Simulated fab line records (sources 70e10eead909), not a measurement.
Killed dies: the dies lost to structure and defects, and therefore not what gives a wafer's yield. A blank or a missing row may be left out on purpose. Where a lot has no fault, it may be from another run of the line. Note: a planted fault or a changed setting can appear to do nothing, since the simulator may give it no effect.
Which tool is to blame? ; flow nand_harc ; 10 lots, 30 wafers sampled, at 1 step of a route of 1302

== WHAT THE GAUGES READ, wafer by wafer ==
NHARC_A_ONON_D1_THK_MEAS_02: measures by ellipsometry.
lot;measured;on;thk_nm (nm)
L075;day 8 01:28;film_metro-02;999 998 1000
L078;day 9 06:05;film_metro-01;1015 1017 1015
L079;day 9 14:26;film_metro-01;997 996 997
L081;day 10 15:15;film_metro-02;997 998 996
L083;day 11 13:52;film_metro-02;986 986 986
L085;day 12 07:30;film_metro-01;1001 1000 1000
L089;day 13 18:28;film_metro-02;1007 1008 1007
L090;day 14 08:59;film_metro-01;995 997 995
L094;day 16 03:01;film_metro-01;996 997 999
L097;day 17 16:23;film_metro-01;1000 1000 1001

== WHAT TOOL EACH LOT RAN ON (gives the tool, then ch and the chambers of the sampled wafers, and finally the start) ==
The record shows no process step preceding these readings.

== THE ANSWER, worked out from the rows above alone ==
Rule: the lots themselves supply what counts as usual. Put in order of their means at a reading, lots are off if they are a third of the lots or fewer, leave a main group of 4 or more, and stand apart from it by a gap of 3 or more times the standard deviation of the main group's means; of several such gaps the widest counts. A main group whose means are all the same, to the digits that the tables above print for the reading, isn't used. A lot without any number at a reading at which 4 lots or more have one is off too. Where the step has rows for the other lots, those lots are counted as sound.
No lot is off on any of the readings shown, so nothing can be concluded from this.

== WHAT THE SIMULATOR PUT IN ==
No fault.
